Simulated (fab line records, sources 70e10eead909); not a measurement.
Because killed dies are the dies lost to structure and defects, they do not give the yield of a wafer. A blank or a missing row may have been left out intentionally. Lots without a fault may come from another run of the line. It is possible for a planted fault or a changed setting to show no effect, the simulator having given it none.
Matching of chambers    flow nandHarc    NHARC_P_CONTACT_ALD_22 on aldMetal-01: 4 sister chambers
The step deposits TiN, target thk 3 nm, pulse time 1 s, ald cycles 150. 16 wafers are shown with their chamber, then 8 later ones without.

WAFERS WITH THEIR CHAMBER
wafer   chamber  heaterPowerW (W)  precursorPulseHeightRel
L076.4  2        976               1.013
L076.5  0        1224              0.986
L076.6  1        1113              0.996
L078.1  0        1217              1.021
L078.5  3        1137              1.024
L078.6  0        1221              1.007
L077.1  3        1151              0.999
L077.4  1        1140              1.002
L077.6  2        981               1.020
L082.1  0        1243              1.034
L082.4  2        977               1.025
L082.6  1        1155              0.995
L085.1  3        1131              0.970
L085.2  2        986               1.005
L085.3  1        1148              0.989
L087.1  2        994               0.982

SIGNATURES, as means of the wafers listed above
reading                  chamber 0  chamber 1  chamber 2  chamber 3  scatter within a chamber
heaterPowerW             1226.25    1139.00    982.80     1139.67    12.4
precursorPulseHeightRel  1.01200    0.99550    1.00900    0.99767    0.0181
Rule: for each reading, subtract the chamber's mean from the wafer's reading, divide by that reading's scatter and square the result; add these up over the readings and take the root, which gives the wafer's distance from the chamber. The wafer belongs to the nearest chamber; if the next one is less than 2 further off, it can't be placed. The scatter is the square root of a quotient: the sum, over the shown wafers, of each reading's squared deviation from its chamber's mean, divided by wafers minus chambers.

WAFERS WHOSE CHAMBER IS MISSING
wafer   heaterPowerW (W)  precursorPulseHeightRel
L087.4  1187              1.030
L087.6  1128              1.026
L090.1  1200              1.000
L090.3  993               1.008
L090.6  980               0.982
L096.1  1131              1.012
L096.2  1225              1.017
L096.6  990               0.987

THE CHAMBER EACH PASSED THROUGH
wafer   from the rows above           in truth
L087.4  can't be placed: 0 or 3 or 1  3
L087.6  can't be placed: 3 or 1       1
L090.1  0                             0
L090.3  2                             2
L090.6  2                             2
L096.1  can't be placed: 3 or 1       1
L096.2  0                             0
L096.6  2                             2
5 of 8 placed correctly. Can't be placed from these rows: 3 (the true chamber is among the candidates in 3). Wrongly placed: 0.
